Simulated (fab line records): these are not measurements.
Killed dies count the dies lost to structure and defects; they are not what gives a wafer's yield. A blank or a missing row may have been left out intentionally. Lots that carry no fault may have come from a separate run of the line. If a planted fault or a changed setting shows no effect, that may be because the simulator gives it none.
Chamber matching / flow n5_finfet / N5_ZERO_LAYER_DESCUM_16 on rie_diel-03 has 4 sister chambers
The step chemistry O2, time 7.9 s. 16 wafers are shown with their chamber, then 8 later ones without.

WAFERS, EACH WITH ITS CHAMBER
wafer=L074.3; chamber=0; drypump_motor_current_A (A)=5.2; showerhead_plenum_p_Torr (Torr)=2.14; oes_product_au (a.u.)=0.85
wafer=L074.4; chamber=3; drypump_motor_current_A (A)=6.4; showerhead_plenum_p_Torr (Torr)=2.18; oes_product_au (a.u.)=0.73
wafer=L074.6; chamber=1; drypump_motor_current_A (A)=5.8; showerhead_plenum_p_Torr (Torr)=2.06; oes_product_au (a.u.)=0.70
wafer=L078.1; chamber=2; drypump_motor_current_A (A)=6.6; showerhead_plenum_p_Torr (Torr)=2.11; oes_product_au (a.u.)=0.75
wafer=L078.4; chamber=3; drypump_motor_current_A (A)=6.4; showerhead_plenum_p_Torr (Torr)=2.18; oes_product_au (a.u.)=0.73
wafer=L078.5; chamber=3; drypump_motor_current_A (A)=6.4; showerhead_plenum_p_Torr (Torr)=2.18; oes_product_au (a.u.)=0.73
wafer=L084.2; chamber=3; drypump_motor_current_A (A)=6.4; showerhead_plenum_p_Torr (Torr)=2.17; oes_product_au (a.u.)=0.73
wafer=L084.4; chamber=0; drypump_motor_current_A (A)=5.3; showerhead_plenum_p_Torr (Torr)=2.14; oes_product_au (a.u.)=0.83
wafer=L084.6; chamber=3; drypump_motor_current_A (A)=6.5; showerhead_plenum_p_Torr (Torr)=2.17; oes_product_au (a.u.)=0.72
wafer=L085.1; chamber=1; drypump_motor_current_A (A)=5.8; showerhead_plenum_p_Torr (Torr)=2.05; oes_product_au (a.u.)=0.69
wafer=L085.2; chamber=2; drypump_motor_current_A (A)=6.6; showerhead_plenum_p_Torr (Torr)=2.10; oes_product_au (a.u.)=0.74
wafer=L085.6; chamber=0; drypump_motor_current_A (A)=5.2; showerhead_plenum_p_Torr (Torr)=2.14; oes_product_au (a.u.)=0.83
wafer=L088.1; chamber=0; drypump_motor_current_A (A)=5.2; showerhead_plenum_p_Torr (Torr)=2.13; oes_product_au (a.u.)=0.83
wafer=L088.2; chamber=2; drypump_motor_current_A (A)=6.5; showerhead_plenum_p_Torr (Torr)=2.10; oes_product_au (a.u.)=0.73
wafer=L088.3; chamber=1; drypump_motor_current_A (A)=5.9; showerhead_plenum_p_Torr (Torr)=2.05; oes_product_au (a.u.)=0.70
wafer=L089.2; chamber=0; drypump_motor_current_A (A)=5.2; showerhead_plenum_p_Torr (Torr)=2.13; oes_product_au (a.u.)=0.81

SIGNATURES, as means of the wafers listed above
reading=drypump_motor_current_A; chamber 0=5.220; chamber 1=5.833; chamber 2=6.567; chamber 3=6.420; scatter within a chamber=0.0494
reading=showerhead_plenum_p_Torr; chamber 0=2.1360; chamber 1=2.0533; chamber 2=2.1033; chamber 3=2.1760; scatter within a chamber=0.00558
reading=oes_product_au; chamber 0=0.8300; chamber 1=0.6967; chamber 2=0.7400; chamber 3=0.7280; scatter within a chamber=0.00978
Rule: for each reading, subtract the chamber's mean from the wafer's reading, divide by that reading's scatter and square the result; add these up over the readings and take the root, which gives the wafer's distance from the chamber. If the next closest chamber is less than 2 further off than the closest, the wafer can't be placed; otherwise it belongs to the closest. The scatter: the root of (the sum of the squares of (reading less its chamber's mean) over the shown wafers, divided by (wafers less chambers)).

WAFERS MISSING THEIR CHAMBER
wafer=L089.4; drypump_motor_current_A (A)=5.9; showerhead_plenum_p_Torr (Torr)=2.05; oes_product_au (a.u.)=0.69
wafer=L089.6; drypump_motor_current_A (A)=6.5; showerhead_plenum_p_Torr (Torr)=2.10; oes_product_au (a.u.)=0.73
wafer=L092.1; drypump_motor_current_A (A)=5.9; showerhead_plenum_p_Torr (Torr)=2.05; oes_product_au (a.u.)=0.69
wafer=L092.3; drypump_motor_current_A (A)=5.2; showerhead_plenum_p_Torr (Torr)=2.13; oes_product_au (a.u.)=0.81
wafer=L092.4; drypump_motor_current_A (A)=6.4; showerhead_plenum_p_Torr (Torr)=2.17; oes_product_au (a.u.)=0.72
wafer=L096.4; drypump_motor_current_A (A)=6.4; showerhead_plenum_p_Torr (Torr)=2.17; oes_product_au (a.u.)=0.70
wafer=L096.5; drypump_motor_current_A (A)=6.6; showerhead_plenum_p_Torr (Torr)=2.10; oes_product_au (a.u.)=0.72
wafer=L096.6; drypump_motor_current_A (A)=5.2; showerhead_plenum_p_Torr (Torr)=2.13; oes_product_au (a.u.)=0.80

EACH ONE'S CHAMBER
wafer=L089.4; from the rows above=1; in truth=1
wafer=L089.6; from the rows above=2; in truth=2
wafer=L092.1; from the rows above=1; in truth=1
wafer=L092.3; from the rows above=0; in truth=0
wafer=L092.4; from the rows above=3; in truth=3
wafer=L096.4; from the rows above=3; in truth=3
wafer=L096.5; from the rows above=2; in truth=2
wafer=L096.6; from the rows above=0; in truth=0
Correct placement for 8 of the 8. From these rows, 0 cannot be placed. Wrongly placed: 0.
